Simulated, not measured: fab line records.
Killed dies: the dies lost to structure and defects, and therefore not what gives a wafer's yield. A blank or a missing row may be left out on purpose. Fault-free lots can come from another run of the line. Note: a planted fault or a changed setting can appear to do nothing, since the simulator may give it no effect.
The tool behind it: which one? / flow nand_harc / Sampling: 6 lots, 18 wafers, 4 of 1159 route steps

## WHAT THE GAUGES SHOWED, per wafer
NHARC_A_SGD_CUT_CD_MEAS_09: the cd target is 100 nm.
lot=L595; measured=day 14 04:12; on=cd_sem-02; cd_nm (nm)=99.9 100.1 100.0
lot=L601; measured=day 16 06:51; on=cd_sem-01; cd_nm (nm)=102.0 101.5 101.7
lot=L605; measured=day 17 18:22; on=cd_sem-01; cd_nm (nm)=100.5 100.7 100.3
lot=L609; measured=day 18 00:16; on=cd_sem-02; cd_nm (nm)=101.1 100.7 101.2
lot=L611; measured=day 18 14:10; on=cd_sem-01; cd_nm (nm)=100.0 99.7 99.7
lot=L614; measured=day 19 16:27; on=cd_sem-03; cd_nm (nm)=101.3 100.2 99.9

## WHICH TOOL RAN EACH LOT (tool, then ch and the chambers of the sampled wafers, then the start)
lot=L595; NHARC_A_STAIRCASE_DEP_322=pecvd-02 ch 1,2, day 13 09:58; NHARC_A_STAIRCASE_STRIP_475=rie_diel-08 ch 0,2,3, day 14 04:04 or earlier; NHARC_A_SGD_CUT_EXPOSE_06=arfi_scanner-01 ch 0, day 14 04:04
lot=L601; NHARC_A_STAIRCASE_DEP_322=pecvd-04 ch 0,1,2, day 15 09:41; NHARC_A_STAIRCASE_STRIP_475=rie_diel-08 ch 2,3, day 16 06:43 or earlier; NHARC_A_SGD_CUT_EXPOSE_06=arfi_scanner-01 ch 0, day 16 06:43
lot=L605; NHARC_A_STAIRCASE_DEP_322=pecvd-03 ch 0,1, day 16 16:14; NHARC_A_STAIRCASE_STRIP_475=rie_diel-05 ch 0,1, day 17 18:14 or earlier; NHARC_A_SGD_CUT_EXPOSE_06=arfi_scanner-02 ch 0, day 17 18:14
lot=L609; NHARC_A_STAIRCASE_DEP_322=pecvd-03 ch 0,1, day 17 01:20; NHARC_A_STAIRCASE_STRIP_475=rie_diel-08 ch 0,1,2, day 18 00:07 or earlier; NHARC_A_SGD_CUT_EXPOSE_06=arfi_scanner-03 ch 0, day 18 00:07
lot=L611; NHARC_A_STAIRCASE_DEP_322=pecvd-04 ch 0,1,2, day 17 14:28; NHARC_A_STAIRCASE_STRIP_475=rie_diel-05 ch 0,2,3, day 18 14:01 or earlier; NHARC_A_SGD_CUT_EXPOSE_06=arfi_scanner-03 ch 0, day 18 14:01
lot=L614; NHARC_A_STAIRCASE_DEP_322=pecvd-02 ch 0,1, day 18 09:57; NHARC_A_STAIRCASE_STRIP_475=rie_diel-13 ch 0,2,3, day 19 16:19 or earlier; NHARC_A_SGD_CUT_EXPOSE_06=arfi_scanner-03 ch 0, day 19 16:19
- NHARC_A_STAIRCASE_DEP_322: deposits SiO2, target thk 3800 nm.
- NHARC_A_STAIRCASE_STRIP_475: strips in O2, time 20 s.
- NHARC_A_SGD_CUT_EXPOSE_06: exposes mask SGD.

## THE ANSWER, worked out from the rows above alone
Rule: what is usual is taken from the lots themselves. Put in order of their means at a reading, lots are off if they are a third of the lots or fewer, leave a main group of 4 or more, and stand apart from it by a gap of 3 or more times the standard deviation of the main group's means; of several such gaps the widest counts. A main group is skipped when, at the precision printed for the reading in the tables above, its means are all equal. Also off: a lot with no number at a reading for which 4 or more lots have one. All remaining lots with rows at the step are treated as sound.
No lot is off at any reading shown: from this, nothing can be told.

## WHAT HAD BEEN PUT IN BY THE SIMULATOR
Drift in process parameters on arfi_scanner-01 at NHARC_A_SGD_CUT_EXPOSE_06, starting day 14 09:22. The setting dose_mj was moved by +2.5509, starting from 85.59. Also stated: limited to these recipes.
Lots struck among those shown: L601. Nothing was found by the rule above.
